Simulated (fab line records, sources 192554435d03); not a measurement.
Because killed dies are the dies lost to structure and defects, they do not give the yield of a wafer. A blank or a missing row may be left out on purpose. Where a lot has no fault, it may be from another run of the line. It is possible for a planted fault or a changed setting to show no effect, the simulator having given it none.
fab line records	flow n5Finfet
record lots=24	wafers=72	lastDay=20
route steps=1938 shown BEOL_M9@1443 BEOL_M10@1474 BEOL_M11@1587
lots that met no fault: from a run of the same line without faults
startH: start of the lot's first displayed wafer, in hours after the record's first day	waitH: hours elapsed since this lot's preceding step	" repeats the value in the row above	L1.1+2: one row covering several wafers at once	- no value, or no start was given	* or withheld: withheld	< > ~ a bound
route shown NAME@n: names a module that has steps shown in the file, with the first one's number in the route	usual: mean/standard deviation of fault-free wafers	same: alike in all rows	chamber/n: place in a boat	sites: per-site readings	_std_site: how widely they spread, as a standard deviation	_edge_site: inner sites' mean taken away from outer sites' mean	radiusMm: how far each site lies from the wafer's centre	mask NAME#n: copy n	behind: the most recent tool/chamber to have shaped the wafer	hold: the reason the lot was held/the length of the hold in hours/how it ended	device: whichever transistor did not switch (one of n, p or np)	end of line: at the end of the route, the tests of the same wafers	step lacking rows: just its recipe	killed: the dies lost at the first sort to structure and to defects; this is not the yield of the wafer	map: the dies of a wafer, with x for killed, . for not killed, _ for no die there
set.NAME: the setting the step ran with; set.NAME@STEP: the setting that earlier step ran with	model.NAME: the simulator's own value behind a step, which no gauge read
route steps across a sampled set of lots; one table per step, one row per wafer
services: from which hour (startH, from the record's first day; less than 0 if before it) a tool's chamber was out of use, for how many hours, and why
## steps
# step N5_BEOL_M9_VIA_ETCH_34
# recipe chemistry=C4F6/O2	target=SiCOH_lowk	targetDepthA=1824	maskMaterial=SOC	taperDeg=4	timeS=68.4	ionEnergyEv=250	pressureMtorr=30	sourceW=345	biasW=185	Ar_flow_sccm=300	C4F6_flow_sccm=10	O2_flow_sccm=10
# usual drypumpMotorCurrentA=5.5/0.46	oesProductAu=0.79/0.095	rfVppV=668/6.1	showerheadPlenumPTorr=2.92/0.065	throttleValvePct=20.90/0.22
lot.wafer	tool	chamber	startH	waitH	drypumpMotorCurrentA	oesProductAu	rfHoursCounterH	rfVppV	showerheadPlenumPTorr	throttleValvePct
L075.1	rieDiel-04	3	240.66	0.0	5.6	0.75	157	662	2.84	20.76
L075.5	"	2	"	"	5.5	0.70	-	668	2.82	21.03
L075.6	"	0	"	"	6.1	0.96	-	679	2.91	20.85
L074.2	rieDiel-02	3	244.54	0.0	5.5	0.80	95	669	2.99	20.67
L074.3	"	0	"	"	5.1	0.67	216	673	2.93	21.04
L074.5	"	2	"	"	4.8	0.83	-	666	2.99	21.37
L077.4	rieDiel-02	1	266.86	0.0	5.0	0.73	175	661	2.96	20.75
L077.5	"	2	"	"	4.8	0.81	-	666	2.99	21.39
L077.6	"	1	"	"	5.1	0.74	-	661	2.96	20.75
L076.2	rieDiel-02	1	268.33	0.0	5.0	0.73	176	661	2.96	20.75
L076.3	"	0	"	"	5.1	0.67	223	672	2.92	21.03
L076.5	"	0	"	"	5.1	0.67	-	674	2.92	21.03
L078.1	rieDiel-04	0	268.41	0.0	6.1	0.94	18	680	2.90	20.87
L078.2	"	1	"	"	6.1	0.97	1	671	3.03	20.65
L078.6	"	0	"	"	6.1	0.93	-	680	2.90	20.88
L079.3	rieDiel-02	1	268.75	0.0	5.1	0.74	176	661	2.96	20.75
L079.5	"	1	"	"	5.1	0.73	-	660	2.96	20.75
L079.6	"	0	"	"	5.0	0.67	-	673	2.92	21.04
L082.2	rieDiel-04	3	277.10	0.0	5.7	0.73	170	661	2.84	20.78
L082.4	"	2	"	"	5.5	0.69	225	667	2.81	21.04
L082.5	"	2	"	"	5.5	0.69	-	666	2.81	21.05
L081.2	rieDiel-01	2	277.24	0.0	5.0	0.72	181	656	2.83	21.05
L081.5	"	1	"	"	5.8	0.97	-	672	2.92	20.88
L081.6	"	0	"	"	5.5	0.74	-	671	2.94	20.70
L080.3	rieDiel-02	2	286.27	0.0	4.8	0.81	104	667	2.98	21.38
L080.4	"	1	"	"	5.1	0.73	181	662	2.96	20.74
L080.6	"	3	"	"	5.5	0.79	-	669	2.98	20.68
L083.2	rieDiel-04	2	306.23	0.0	5.5	0.68	233	668	2.81	21.05
L083.5	"	0	"	"	6.1	0.90	-	678	2.90	20.89
L083.6	"	1	"	"	6.1	0.93	-	670	3.03	20.68
L084.1	rieDiel-04	1	310.64	0.0	6.1	0.93	14	670	3.03	20.67
L084.3	"	0	"	"	6.1	0.92	30	680	2.90	20.89
L084.4	"	2	"	"	5.5	0.69	234	667	2.81	21.05
L085.1	rieDiel-01	0	327.46	0.0	5.5	0.73	189	670	2.94	20.71
L085.2	"	1	"	"	5.8	0.92	17	673	2.91	20.90
L085.5	"	3	"	"	4.7	0.71	-	667	2.93	20.83
L086.2	rieDiel-04	2	327.87	0.0	5.5	0.68	241	667	2.81	21.08
L086.4	"	3	"	"	5.7	0.72	186	660	2.83	20.81
L086.6	"	0	"	"	6.1	0.90	-	678	2.89	20.89
L087.2	rieDiel-01	0	329.81	0.0	5.5	0.72	190	669	2.94	20.72
L087.5	"	0	"	"	5.4	0.71	-	669	2.94	20.73
L087.6	"	1	"	"	5.7	0.92	-	673	2.91	20.91
L088.1	rieDiel-02	2	353.01	0.0	4.8	0.79	116	667	2.98	21.41
L088.2	"	0	"	"	5.1	0.66	248	673	2.91	21.06
L088.4	"	2	"	"	4.8	0.79	-	665	2.98	21.39
L089.1	rieDiel-01	2	362.31	0.0	4.9	0.72	206	656	2.82	21.09
L089.2	"	1	"	"	5.8	0.90	29	673	2.91	20.92
L089.6	"	2	"	"	5.0	0.71	-	655	2.82	21.09
L090.2	rieDiel-04	3	379.82	0.0	5.6	0.71	199	659	2.82	20.83
L090.4	"	1	"	"	6.1	0.88	-	672	3.02	20.72
L090.6	"	0	"	"	6.1	0.87	-	679	2.89	20.92
L094.2	rieDiel-02	2	381.00	0.0	4.8	0.78	126	666	2.97	21.43
L094.3	"	3	"	"	5.5	0.76	134	669	2.97	20.75
L094.5	"	3	"	"	5.5	0.76	-	669	2.97	20.72
L092.3	rieDiel-02	0	391.64	0.0	5.0	0.96	3	673	2.91	20.69
L092.4	"	3	"	"	5.5	0.75	138	668	2.96	20.73
L092.5	"	1	"	"	5.1	0.71	-	661	2.94	20.80
L093.1	rieDiel-04	0	391.70	0.0	6.1	0.87	55	680	2.89	20.93
L093.2	"	2	"	"	5.5	0.97	0	667	2.80	20.75
L093.5	"	3	"	"	5.6	0.72	-	660	2.82	20.86
L091.2	rieDiel-02	0	394.30	0.0	5.0	0.97	3	672	2.91	20.71
L091.4	"	2	"	"	4.8	0.78	130	665	2.97	21.43
L091.6	"	1	"	"	5.0	0.70	-	661	2.94	20.81
L095.1	rieDiel-04	2	394.57	0.0	5.5	0.97	1	668	2.80	20.72
L095.4	"	3	"	"	5.6	0.71	204	660	2.82	20.83
L095.5	"	3	"	"	5.7	0.72	-	661	2.82	20.84
L097.1	rieDiel-02	0	401.61	0.0	5.0	0.95	6	672	2.91	20.71
L097.4	"	3	"	"	5.5	0.75	141	670	2.96	20.73
L097.6	"	3	"	"	5.5	0.76	-	670	2.96	20.73
L096.1	rieDiel-04	3	413.44	0.0	5.7	0.71	210	659	2.82	20.85
L096.4	"	2	"	"	5.5	0.94	6	669	2.80	20.73
L096.6	"	0	"	"	6.1	0.85	-	678	2.88	20.93
# step N5_BEOL_M10_HM_DEP_02
# recipe material=TiN	targetThkA=200	tempC=25	chamberPressurePa=0.49996
# usual substrateTempC=25.00/0.11	throttleValvePct=30.2/1.4
lot.wafer	tool	chamber	startH	waitH	substrateTempC	throttleValvePct
L075.1	pvdSputter-01	-	247.01	1.8	24.74	32.8
L075.5	"	-	"	"	24.98	30.0
L075.6	"	-	"	"	24.93	32.8
L074.2	pvdSputter-01	-	251.21	1.8	24.87	28.3
L074.3	"	-	"	"	25.16	29.8
L074.5	"	-	"	"	25.18	28.2
L077.4	pvdSputter-01	-	270.36	0.0	24.99	29.6
L077.5	"	-	"	"	25.13	29.6
L077.6	"	-	"	"	24.92	28.5
L076.2	pvdSputter-02	-	273.21	1.7	25.11	29.4
L076.3	"	-	"	"	24.69	29.1
L076.5	"	-	"	"	25.09	32.4
L078.1	pvdSputter-02	-	273.31	1.5	25.04	29.1
L078.2	"	-	"	"	25.00	29.6
L078.6	"	-	"	"	24.94	29.2
L079.3	pvdSputter-02	-	273.51	1.5	24.94	29.2
L079.5	"	-	"	"	25.03	29.2
L079.6	"	-	"	"	25.13	29.4
L081.2	pvdSputter-02	-	282.61	2.1	25.04	32.6
L081.5	"	-	"	"	25.06	29.2
L081.6	"	-	"	"	24.96	32.2
L082.2	pvdSputter-02	-	282.91	1.9	24.95	32.4
L082.4	"	-	"	"	24.83	29.2
L082.5	"	-	"	"	24.81	29.6
L080.3	pvdSputter-03	-	291.33	1.8	24.96	29.6
L080.4	"	-	"	"	24.97	31.1
L080.6	"	-	"	"	24.82	32.4
L083.2	pvdSputter-01	-	311.76	0.9	25.11	29.3
L083.5	"	-	"	"	25.11	29.3
L083.6	"	-	"	"	25.14	32.9
L084.1	pvdSputter-02	-	315.30	1.1	25.19	29.1
L084.3	"	-	"	"	25.04	29.5
L084.4	"	-	"	"	25.04	32.5
L085.1	pvdSputter-03	-	333.29	1.7	24.77	30.2
L085.2	"	-	"	"	25.09	29.4
L085.5	"	-	"	"	24.97	29.4
L086.2	pvdSputter-03	-	333.57	0.7	25.13	29.9
L086.4	"	-	"	"	25.07	29.9
L086.6	"	-	"	"	24.90	32.5
L087.2	pvdSputter-03	-	336.93	1.6	25.08	32.4
L087.5	"	-	"	"	25.05	32.5
L087.6	"	-	"	"	25.13	29.4
L088.1	pvdSputter-02	-	359.00	0.3	25.01	29.6
L088.2	"	-	"	"	25.01	32.5
L088.4	"	-	"	"	24.90	29.1
L089.1	pvdSputter-03	-	368.84	1.3	25.02	29.9
L089.2	"	-	"	"	24.99	29.2
L089.6	"	-	"	"	25.08	32.3
L090.2	pvdSputter-02	-	387.50	3.0	25.07	29.2
L090.4	"	-	"	"	25.10	29.1
L090.6	"	-	"	"	24.94	29.5
L094.2	pvdSputter-03	-	387.62	2.2	25.07	30.9
L094.3	"	-	"	"	25.17	32.4
L094.5	"	-	"	"	25.10	32.5
L092.3	pvdSputter-02	-	398.21	1.5	24.91	32.5
L092.4	"	-	"	"	24.83	29.3
L092.5	"	-	"	"	24.96	29.3
L093.1	pvdSputter-02	-	398.47	1.3	24.95	32.6
L093.2	"	-	"	"	24.86	29.4
L093.5	"	-	"	"	24.83	29.6
L091.2	pvdSputter-02	-	398.57	0.6	24.92	32.4
L091.4	"	-	"	"	24.95	29.4
L091.6	"	-	"	"	24.92	29.2
L095.1	pvdSputter-01	-	402.02	2.4	25.04	29.9
L095.4	"	-	"	"	24.98	28.2
L095.5	"	-	"	"	24.94	28.3
L097.1	pvdSputter-02	-	405.76	0.2	25.08	32.6
L097.4	"	-	"	"	24.98	29.4
L097.6	"	-	"	"	25.06	29.1
L096.1	pvdSputter-02	-	417.66	0.4	24.92	29.5
L096.4	"	-	"	"	25.08	29.4
L096.6	"	-	"	"	25.02	29.4
# step N5_BEOL_M10_CURE_72
# recipe tempC=370	timeS=120	ambient=DMADMS/He	material=SiCOH_lowk
# usual lampPowerPct=52.32/0.059	wafer_temp_C_max=372.2/0.69
lot.wafer	tool	chamber	startH	waitH	lampPowerPct	wafer_temp_C_max
L075.1	uvCure-01	0	258.52	0.0	52.26	372.2
L075.5	"	0	"	"	52.28	371.9
L075.6	"	0	"	"	52.35	372.5
L074.2	uvCure-03	0	258.96	0.1	52.23	372.7
L074.3	"	0	"	"	52.34	372.8
L074.5	"	0	"	"	52.29	372.1
L077.4	uvCure-03	1	275.84	0.2	52.36	371.6
L077.5	"	1	"	"	52.31	371.6
L077.6	"	1	"	"	52.27	371.4
L079.3	uvCure-01	2	277.86	0.1	52.32	371.7
L079.5	"	2	"	"	52.33	371.9
L079.6	"	2	"	"	52.26	371.4
L078.1	uvCure-03	1	278.01	0.2	52.39	371.5
L078.2	"	1	"	"	52.23	371.7
L078.6	"	1	"	"	52.37	371.1
L076.2	uvCure-01	2	278.11	0.3	52.27	371.6
L076.3	"	2	"	"	52.31	371.5
L076.5	"	2	"	"	52.34	371.8
L081.2	uvCure-03	1	285.12	0.1	52.35	371.5
L081.5	"	1	"	"	52.34	372.1
L081.6	"	1	"	"	52.31	371.6
L082.2	uvCure-03	0	286.91	0.1	52.24	372.6
L082.4	"	0	"	"	52.30	372.5
L082.5	"	0	"	"	52.29	372.1
L080.3	uvCure-01	2	296.47	0.1	52.29	372.0
L080.4	"	2	"	"	52.26	372.0
L080.6	"	2	"	"	52.37	371.7
L083.2	uvCure-01	2	315.12	0.1	52.31	370.9
L083.5	"	2	"	"	52.30	371.1
L083.6	"	2	"	"	52.28	371.2
L084.1	uvCure-01	2	318.20	0.0	52.24	371.4
L084.3	"	2	"	"	52.33	371.7
L084.4	"	2	"	"	52.33	371.6
L085.1	uvCure-02	1	336.76	0.0	52.29	371.5
L085.2	"	1	"	"	52.33	372.4
L085.5	"	1	"	"	52.36	372.3
L086.2	uvCure-02	1	337.11	0.3	52.34	372.7
L086.4	"	1	"	"	52.34	371.6
L086.6	"	1	"	"	52.32	372.5
L087.2	uvCure-03	0	340.45	0.1	52.36	372.7
L087.5	"	0	"	"	52.23	372.7
L087.6	"	0	"	"	52.29	373.1
L088.1	uvCure-03	2	362.93	0.0	52.38	372.2
L088.2	"	2	"	"	52.36	371.9
L088.4	"	2	"	"	52.26	372.8
L089.1	uvCure-03	0	371.94	0.0	52.21	372.4
L089.2	"	0	"	"	52.39	372.8
L089.6	"	0	"	"	52.29	372.8
L094.2	uvCure-01	0	391.56	0.1	52.16	371.8
L094.3	"	0	"	"	52.26	372.4
L094.5	"	0	"	"	52.34	371.7
L090.2	uvCure-03	0	391.84	0.1	52.22	372.1
L090.4	"	0	"	"	52.27	372.9
L090.6	"	0	"	"	52.43	372.7
L091.2	uvCure-02	0	402.16	0.1	52.31	371.7
L091.4	"	0	"	"	52.29	372.4
L091.6	"	0	"	"	52.21	371.4
L093.1	uvCure-01	1	403.14	0.0	52.27	373.0
L093.2	"	1	"	"	52.32	372.6
L093.5	"	1	"	"	52.22	372.6
L092.3	uvCure-03	2	403.47	0.1	52.47	373.6
L092.4	"	2	"	"	52.39	372.8
L092.5	"	2	"	"	52.34	373.5
L095.1	uvCure-03	1	404.41	0.0	52.31	371.9
L095.4	"	1	"	"	52.34	371.7
L095.5	"	1	"	"	52.39	371.6
L097.1	uvCure-03	2	410.35	0.0	52.25	372.8
L097.4	"	2	"	"	52.39	372.7
L097.6	"	2	"	"	52.41	373.1
L096.1	uvCure-01	1	420.68	0.0	52.33	372.3
L096.4	"	1	"	"	52.21	373.4
L096.6	"	1	"	"	52.32	373.5
# step N5_BEOL_M10_ANNEAL_51
# recipe tempC=225	timeS=90	ambient=N2
# usual wafer_temp_C_max=226.0/0.4
lot.wafer	tool	chamber	startH	waitH	wafer_temp_C_max
L075.1	rtpAnneal-01	0	259.78	0.1	225.4
L075.5	"	0	"	"	225.7
L075.6	"	0	"	"	225.5
L074.2	rtpAnneal-02	0	260.29	0.1	226.8
L074.3	"	0	"	"	226.5
L074.5	"	0	"	"	226.5
L077.4	rtpAnneal-02	0	278.80	0.3	226.4
L077.5	"	0	"	"	226.9
L077.6	"	0	"	"	226.1
L079.3	rtpAnneal-01	0	279.38	0.4	225.7
L079.5	"	0	"	"	225.5
L079.6	"	0	"	"	225.7
L078.1	rtpAnneal-01	0	279.56	0.3	225.5
L078.2	"	0	"	"	225.4
L078.6	"	0	"	"	225.7
L076.2	rtpAnneal-02	0	279.76	0.5	226.5
L076.3	"	0	"	"	226.4
L076.5	"	0	"	"	227.2
L081.2	rtpAnneal-02	0	287.68	0.3	226.7
L081.5	"	0	"	"	226.5
L081.6	"	0	"	"	226.0
L082.2	rtpAnneal-02	0	289.74	0.3	226.4
L082.4	"	0	"	"	225.9
L082.5	"	0	"	"	226.3
L080.3	rtpAnneal-01	0	298.50	0.5	225.6
L080.4	"	0	"	"	225.5
L080.6	"	0	"	"	225.6
L083.2	rtpAnneal-02	0	316.75	0.1	226.3
L083.5	"	0	"	"	225.8
L083.6	"	0	"	"	226.5
L084.1	rtpAnneal-02	0	320.74	0.1	226.8
L084.3	"	0	"	"	226.0
L084.4	"	0	"	"	226.3
L085.1	rtpAnneal-02	0	338.39	0.4	225.9
L085.2	"	0	"	"	226.3
L085.5	"	0	"	"	226.3
L086.2	rtpAnneal-02	0	340.64	0.5	226.4
L086.4	"	0	"	"	226.5
L086.6	"	0	"	"	225.9
L087.2	rtpAnneal-02	0	343.95	0.3	226.5
L087.5	"	0	"	"	226.0
L087.6	"	0	"	"	226.7
L088.1	rtpAnneal-02	0	366.61	2.5	226.3
L088.2	"	0	"	"	226.3
L088.4	"	0	"	"	226.1
L089.1	rtpAnneal-02	0	375.01	1.8	226.3
L089.2	"	0	"	"	225.9
L089.6	"	0	"	"	226.0
L094.2	rtpAnneal-01	0	394.12	0.1	225.3
L094.3	"	0	"	"	225.4
L094.5	"	0	"	"	225.3
L090.2	rtpAnneal-02	0	394.28	0.1	226.4
L090.4	"	0	"	"	226.1
L090.6	"	0	"	"	226.6
L091.2	rtpAnneal-01	0	404.16	0.2	225.6
L091.4	"	0	"	"	225.4
L091.6	"	0	"	"	225.6
L093.1	rtpAnneal-01	0	404.71	0.1	225.6
L093.2	"	0	"	"	225.6
L093.5	"	0	"	"	225.7
L092.3	rtpAnneal-01	0	405.07	0.3	225.8
L092.4	"	0	"	"	225.7
L092.5	"	0	"	"	225.5
L095.1	rtpAnneal-01	0	406.24	0.1	225.5
L095.4	"	0	"	"	225.5
L095.5	"	0	"	"	225.4
L097.1	rtpAnneal-02	0	412.92	1.3	226.1
L097.4	"	0	"	"	226.4
L097.6	"	0	"	"	226.1
L096.1	rtpAnneal-02	0	424.13	0.4	226.0
L096.4	"	0	"	"	226.0
L096.6	"	0	"	"	226.3
# step N5_BEOL_M11_CURE_72
# recipe tempC=370	timeS=120	ambient=DMADMS/He	material=SiCOH_lowk
# usual lampPowerPct=52.31/0.054	wafer_temp_C_max=372.5/0.63
lot.wafer	tool	chamber	startH	waitH	lampPowerPct	wafer_temp_C_max
L075.1	uvCure-01	1	264.11	0.1	52.34	371.9
L075.5	"	1	"	"	52.24	373.1
L075.6	"	1	"	"	52.26	373.1
L074.2	uvCure-01	1	267.89	0.1	52.30	372.1
L074.3	"	1	"	"	52.40	372.3
L074.5	"	1	"	"	52.36	372.6
L077.4	uvCure-01	1	285.15	0.2	52.37	372.9
L077.5	"	1	"	"	52.36	373.1
L077.6	"	1	"	"	52.35	373.3
L078.1	uvCure-02	1	287.06	0.0	52.35	373.1
L078.2	"	1	"	"	52.26	372.4
L078.6	"	1	"	"	52.31	372.8
L076.2	uvCure-01	0	287.62	0.1	52.34	372.0
L076.3	"	0	"	"	52.31	372.4
L076.5	"	0	"	"	52.27	372.1
L079.3	uvCure-03	0	287.66	0.1	52.37	373.1
L079.5	"	0	"	"	52.26	374.0
L079.6	"	0	"	"	52.23	372.9
L082.2	uvCure-03	0	296.38	0.1	52.32	372.2
L082.4	"	0	"	"	52.28	372.8
L082.5	"	0	"	"	52.27	372.8
L081.2	uvCure-01	1	296.87	0.1	52.37	372.6
L081.5	"	1	"	"	52.32	373.0
L081.6	"	1	"	"	52.33	372.4
L080.3	uvCure-03	0	303.46	0.1	52.32	372.3
L080.4	"	0	"	"	52.31	373.6
L080.6	"	0	"	"	52.32	372.2
L083.2	uvCure-03	2	322.92	0.2	52.32	373.1
L083.5	"	2	"	"	52.26	372.6
L083.6	"	2	"	"	52.30	372.4
L084.1	uvCure-01	2	326.28	0.0	52.37	371.0
L084.3	"	2	"	"	52.29	371.4
L084.4	"	2	"	"	52.25	371.2
L085.1	uvCure-01	1	343.77	0.0	52.32	372.9
L085.2	"	1	"	"	52.34	373.8
L085.5	"	1	"	"	52.28	373.1
L086.2	uvCure-01	0	347.30	0.1	52.26	372.1
L086.4	"	0	"	"	52.29	373.1
L086.6	"	0	"	"	52.26	373.0
L087.2	uvCure-03	0	351.32	0.1	52.33	373.1
L087.5	"	0	"	"	52.35	372.6
L087.6	"	0	"	"	52.35	372.8
L088.1	uvCure-03	2	372.24	0.3	52.26	373.5
L088.2	"	2	"	"	52.36	372.7
L088.4	"	2	"	"	52.26	372.8
L089.1	uvCure-01	0	380.81	0.4	52.36	373.2
L089.2	"	0	"	"	52.27	372.5
L089.6	"	0	"	"	52.21	371.8
L094.2	uvCure-03	1	398.28	0.1	52.22	371.8
L094.3	"	1	"	"	52.39	371.4
L094.5	"	1	"	"	52.30	371.9
L090.2	uvCure-03	2	402.27	0.1	52.35	372.1
L090.4	"	2	"	"	52.46	373.2
L090.6	"	2	"	"	52.27	372.2
L091.2	uvCure-02	1	410.52	0.1	52.21	372.1
L091.4	"	1	"	"	52.25	371.9
L091.6	"	1	"	"	52.41	372.1
L093.1	uvCure-03	0	410.87	0.0	52.21	372.7
L093.2	"	0	"	"	52.33	372.2
L093.5	"	0	"	"	52.33	372.9
L092.3	uvCure-02	2	412.39	0.1	52.30	371.7
L092.4	"	2	"	"	52.23	371.9
L092.5	"	2	"	"	52.31	371.7
L095.1	uvCure-02	2	414.62	0.1	52.28	371.8
L095.4	"	2	"	"	52.50	372.0
L095.5	"	2	"	"	52.38	372.2
L097.1	uvCure-03	1	416.58	0.0	52.29	371.7
L097.4	"	1	"	"	52.40	371.8
L097.6	"	1	"	"	52.22	371.6
L096.1	uvCure-03	0	432.19	0.1	52.29	372.9
L096.4	"	0	"	"	52.35	372.2
L096.6	"	0	"	"	52.31	372.2
# step N5_BEOL_M11_DEGAS_44
# recipe ambient=vacuum	tempC=250	timeS=60
# usual heaterPowerW=313/35
lot.wafer	tool	chamber	startH	waitH	heaterPowerW
L075.1	pvdSputter-02	-	265.55	1.4	293
L075.5	"	-	"	"	348
L075.6	"	-	"	"	317
L074.2	pvdSputter-02	-	268.36	0.4	314
L074.3	"	-	"	"	361
L074.5	"	-	"	"	296
L077.4	pvdSputter-01	-	286.62	1.4	301
L077.5	"	-	"	"	307
L077.6	"	-	"	"	302
L078.1	pvdSputter-01	-	287.68	0.5	356
L078.2	"	-	"	"	299
L078.6	"	-	"	"	304
L079.3	pvdSputter-01	-	289.98	2.3	353
L079.5	"	-	"	"	295
L079.6	"	-	"	"	302
L076.2	pvdSputter-01	-	290.06	2.4	282
L076.3	"	-	"	"	350
L076.5	"	-	"	"	355
L082.2	pvdSputter-01	-	296.92	0.5	312
L082.4	"	-	"	"	295
L082.5	"	-	"	"	340
L081.2	pvdSputter-03	-	297.20	0.3	251
L081.5	"	-	"	"	276
L081.6	"	-	"	"	408
L080.3	pvdSputter-03	-	305.75	2.2	282
L080.4	"	-	"	"	241
L080.6	"	-	"	"	325
L083.2	pvdSputter-02	-	323.36	0.4	322
L083.5	"	-	"	"	287
L083.6	"	-	"	"	311
L084.1	pvdSputter-03	-	327.07	0.7	403
L084.3	"	-	"	"	286
L084.4	"	-	"	"	317
L085.1	pvdSputter-03	-	344.10	0.3	279
L085.2	"	-	"	"	410
L085.5	"	-	"	"	318
L086.2	pvdSputter-02	-	348.04	0.7	279
L086.4	"	-	"	"	320
L086.6	"	-	"	"	286
L087.2	pvdSputter-03	-	352.08	0.7	316
L087.5	"	-	"	"	255
L087.6	"	-	"	"	309
L088.1	pvdSputter-02	-	372.59	0.3	288
L088.2	"	-	"	"	313
L088.4	"	-	"	"	316
L089.1	pvdSputter-01	-	381.13	0.3	353
L089.2	"	-	"	"	305
L089.6	"	-	"	"	286
L094.2	pvdSputter-02	-	398.67	0.3	358
L094.3	"	-	"	"	297
L094.5	"	-	"	"	281
L090.2	pvdSputter-02	-	403.10	0.8	310
L090.4	"	-	"	"	358
L090.6	"	-	"	"	277
L091.2	pvdSputter-01	-	410.87	0.3	349
L091.4	"	-	"	"	298
L091.6	"	-	"	"	291
L093.1	pvdSputter-02	-	411.24	0.3	345
L093.2	"	-	"	"	306
L093.5	"	-	"	"	306
L092.3	pvdSputter-02	-	413.70	1.3	356
L092.4	"	-	"	"	308
L092.5	"	-	"	"	288
L095.1	pvdSputter-01	-	415.97	1.3	302
L095.4	"	-	"	"	288
L095.5	"	-	"	"	352
L097.1	pvdSputter-03	-	416.94	0.3	281
L097.4	"	-	"	"	248
L097.6	"	-	"	"	311
L096.1	pvdSputter-02	-	433.64	1.4	316
L096.4	"	-	"	"	352
L096.6	"	-	"	"	307
## services
tool	chamber	startH	hours	kind
uvCure-02	-	227.72	2.1	pm
rieDiel-04	1	237.23	-	clean
rieDiel-04	1	237.23	-	consumableReplace:focusRing
rieDiel-04	1	237.23	-	consumableReplace:showerhead
rieDiel-04	1	237.23	24.6	scheduledDown
uvCure-02	-	238.48	7.5	pm
uvCure-02	-	246.03	3.4	pm
rieDiel-02	-	249.18	0.2	repair
rtpAnneal-01	-	258.67	1.0	pm
rieDiel-01	1	291.76	3.0	repair
rieDiel-02	2	294.86	20.4	repair
uvCure-03	-	334.74	4.5	pm
rieDiel-01	3	342.61	28.4	repair
rieDiel-01	-	343.93	0.2	repair
rieDiel-02	3	351.99	7.2	repair
uvCure-01	-	368.52	7.5	pm
uvCure-02	-	371.31	28.1	pm
uvCure-03	-	393.46	1.0	pm
rieDiel-04	2	404.85	1.6	repair
rieDiel-02	2	407.57	1.4	repair
rtpAnneal-01	-	409.94	3.4	pm
rieDiel-01	-	413.97	2.1	repair
uvCure-02	-	417.76	1.0	pm
uvCure-03	-	430.55	1.6	repair
## key
fault none
